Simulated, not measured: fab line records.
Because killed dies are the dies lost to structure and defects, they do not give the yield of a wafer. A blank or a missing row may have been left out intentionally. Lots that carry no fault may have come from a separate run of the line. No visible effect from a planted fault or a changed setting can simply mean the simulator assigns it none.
Matching of chambers + flow n5Finfet + N5_BEOL_M0_ETCH_138 on rieDiel-01: 4 sister chambers
The step etches SiCN in CH3F/O2, target depth 12 nm, time 31.6 s. 27 wafers are shown with their chamber, then 12 later ones without.

WAFERS WITH THEIR CHAMBER
| wafer  | chamber | showerheadPlenumPTorr (Torr) | drypumpMotorCurrentA (A) | throttleValvePct (%) |
|--------|---------|------------------------------|--------------------------|----------------------|
| L074.1 | 3       | 2.09                         | 5.3                      | 16.38                |
| L074.3 | 2       | 1.99                         | 5.9                      | 16.55                |
| L074.4 | 1       | 2.05                         | 5.8                      | 15.84                |
| L077.1 | 3       | 2.09                         | 5.3                      | 16.40                |
| L077.4 | 3       | 2.09                         | 5.3                      | 16.40                |
| L077.5 | 3       | 2.09                         | 5.3                      | 16.39                |
| L083.1 | 0       | 1.89                         | 5.7                      | 16.29                |
| L083.4 | 1       | 2.04                         | 5.7                      | 15.87                |
| L083.5 | 2       | 1.99                         | 5.9                      | 16.13                |
| L088.1 | 3       | 2.08                         | 5.3                      | 16.43                |
| L088.4 | 0       | 1.89                         | 5.8                      | 16.31                |
| L088.5 | 0       | 1.89                         | 5.8                      | 16.33                |
| L090.2 | 0       | 1.88                         | 5.8                      | 16.33                |
| L090.3 | 2       | 1.99                         | 5.9                      | 16.15                |
| L090.6 | 1       | 2.04                         | 5.7                      | 15.88                |
| L091.1 | 3       | 2.08                         | 5.3                      | 16.44                |
| L091.3 | 2       | 1.98                         | 5.9                      | 16.15                |
| L091.6 | 1       | 2.04                         | 5.8                      | 15.90                |
| L092.1 | 1       | 2.04                         | 5.8                      | 15.91                |
| L092.2 | 2       | 1.98                         | 5.9                      | 16.14                |
| L092.3 | 3       | 2.08                         | 5.3                      | 16.45                |
| L092.4 | 0       | 1.88                         | 5.7                      | 16.34                |
| L092.5 | 1       | 2.04                         | 5.7                      | 15.89                |
| L092.6 | 2       | 1.98                         | 5.9                      | 16.14                |
| L093.1 | 1       | 2.04                         | 5.7                      | 15.89                |
| L093.2 | 3       | 2.08                         | 5.3                      | 16.45                |
| L093.3 | 2       | 1.98                         | 5.9                      | 16.15                |

SIGNATURES (means of the wafers above)
| reading               | chamber 0 | chamber 1 | chamber 2 | chamber 3 | scatter within a chamber |
|-----------------------|-----------|-----------|-----------|-----------|--------------------------|
| showerheadPlenumPTorr | 1.8860    | 2.0414    | 1.9843    | 2.0850    | 0.00501                  |
| drypumpMotorCurrentA  | 5.760     | 5.743     | 5.900     | 5.300     | 0.0356                   |
| throttleValvePct      | 16.3200   | 15.8829   | 16.2014   | 16.4175   | 0.0814                   |
Rule: for each reading, subtract the chamber's mean from the wafer's reading, divide by that reading's scatter and square the result; add these up over the readings and take the root, which gives the wafer's distance from the chamber. If the next closest chamber is less than 2 further off than the closest, the wafer can't be placed; otherwise it belongs to the closest. The scatter: the root of (the sum of the squares of (reading less its chamber's mean) over the shown wafers, divided by (wafers less chambers)).

WAFERS MISSING THEIR CHAMBER
| wafer  | showerheadPlenumPTorr (Torr) | drypumpMotorCurrentA (A) | throttleValvePct (%) |
|--------|------------------------------|--------------------------|----------------------|
| L093.4 | 1.88                         | 5.7                      | 16.35                |
| L093.5 | 2.04                         | 5.7                      | 15.89                |
| L093.6 | 1.98                         | 5.9                      | 16.17                |
| L096.2 | 1.88                         | 5.8                      | 16.36                |
| L096.3 | 2.08                         | 5.3                      | 16.46                |
| L096.5 | 2.04                         | 5.8                      | 15.92                |
| L097.1 | 2.08                         | 5.3                      | 16.47                |
| L097.2 | 1.98                         | 5.9                      | 16.17                |
| L097.3 | 2.04                         | 5.8                      | 15.91                |
| L097.4 | 1.88                         | 5.7                      | 16.35                |
| L097.5 | 2.08                         | 5.3                      | 16.47                |
| L097.6 | 1.88                         | 5.7                      | 16.35                |

WHICH CHAMBER EACH WENT THROUGH
| wafer  | from the rows above | in truth |
|--------|---------------------|----------|
| L093.4 | 0                   | 0        |
| L093.5 | 1                   | 1        |
| L093.6 | 2                   | 2        |
| L096.2 | 0                   | 0        |
| L096.3 | 3                   | 3        |
| L096.5 | 1                   | 1        |
| L097.1 | 3                   | 3        |
| L097.2 | 2                   | 2        |
| L097.3 | 1                   | 1        |
| L097.4 | 0                   | 0        |
| L097.5 | 3                   | 3        |
| L097.6 | 0                   | 0        |
Correctly placed: 12 of 12. Left unplaced by these rows: 0. Number placed wrongly: 0.
